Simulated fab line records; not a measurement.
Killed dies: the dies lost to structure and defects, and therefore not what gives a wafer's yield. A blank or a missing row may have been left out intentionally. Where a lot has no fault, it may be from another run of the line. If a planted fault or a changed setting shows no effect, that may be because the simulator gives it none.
Problem report in the 8D (eight disciplines) form, filled by code	flow n5-finfet	the parts of the form that need people (team, actions taken, sign-off) are left out

## 1. WHAT WENT WRONG
run-length-s at N5_HKMG_FIN_ETCH_35 reads a mean of 226.8 s on 9 wafers of 3 lots; wafers without a fault read 266.8 s with a standard deviation of 0.47. Measured from the usual mean, that is -85 standard deviations.
The step: etches SOC in N2/H2, target depth 215.8 nm, time 243.4 s.
First seen on wafer L408.2, day 9 04:21, on rie-diel-01. At this step, 27 wafers from 9 lots have a number in the record. Rule for "out", or "out of limits": more than 4 standard deviations from the usual mean. All remaining wafers that have a number are taken as sound.

## 2. WHAT IT IS AND WHAT IT IS NOT
question	is	is not
which readings at this step	run-length-s	drypump-motor-current-A, oes-product-au, showerhead-plenum-p-Torr, throttle-valve-pct
which lots	L408, L409, L410	L390, L394, L397, L401, L402, L411
which wafers of those lots	all that have a number	-
read on which tools	rie-diel-01	rie-diel-05, rie-diel-06
when	from day 9 04:21	up to then (15 sound wafers); but 3 sound wafers of L411 came after

## 3. SUSPECTS, AND WHAT RULES EACH OUT
Counting: a tool at any process step up to the reading remains a suspect when it ran all the lots that are out and ran no sound lot after the first of those.
- rie-diel-01 at N5_HKMG_FIN_ETCH_35 (etches SOC in N2/H2, target depth 215.8 nm, time 243.4 s): kept. It ran every lot that is out, first L408 (day 9 04:21), and no sound lot after that; its last sound lot up to then is L397 (day 6 11:38). Its own readings are out on those wafers: run-length-s.
Remaining after the count: rie-diel-01 at N5_HKMG_FIN_ETCH_35.

## 4. THE CAUSE (what the simulator had put in)
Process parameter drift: rie-diel-01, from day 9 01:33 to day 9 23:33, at N5_HKMG_FIN_ETCH_35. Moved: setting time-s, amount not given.
The count eliminated every tool but this one.

## 5. THE EFFECT CHAIN, in route order
Each row: a reading whose mean over the struck wafers that have a number lies more than 3 standard deviations from the usual. Only readings whose record carries a usual standard deviation are examined. hours: median over the lots of the time between each lot's start at the first step of this table that gives one and its start at this step. sigmas: the change, counted in usual standard deviations.
hours	step	reading	usual	on struck wafers	change	sigmas
0	N5_HKMG_FIN_ETCH_35	run-length-s	266.8 s	226.8	-40.0	-85
Its process steps:
- N5_HKMG_FIN_ETCH_35: etches SOC in N2/H2, target depth 215.8 nm, time 243.4 s.
Readings that are blank on the struck wafers while sound wafers have them: rf-fwd-power-W at N5_HKMG_FIN_ETCH_35.
Later measuring or inspecting steps at which every struck wafer that the step has a row for has a number for every such reading, and none has moved that far: N5_BEOL_M4_RC_MEAS_101.

## 6. WHAT WOULD HAVE CAUGHT IT SOONER
The fault began at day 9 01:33; the first out-of-limits reading in this record came at day 9 04:21, 3 hours later.
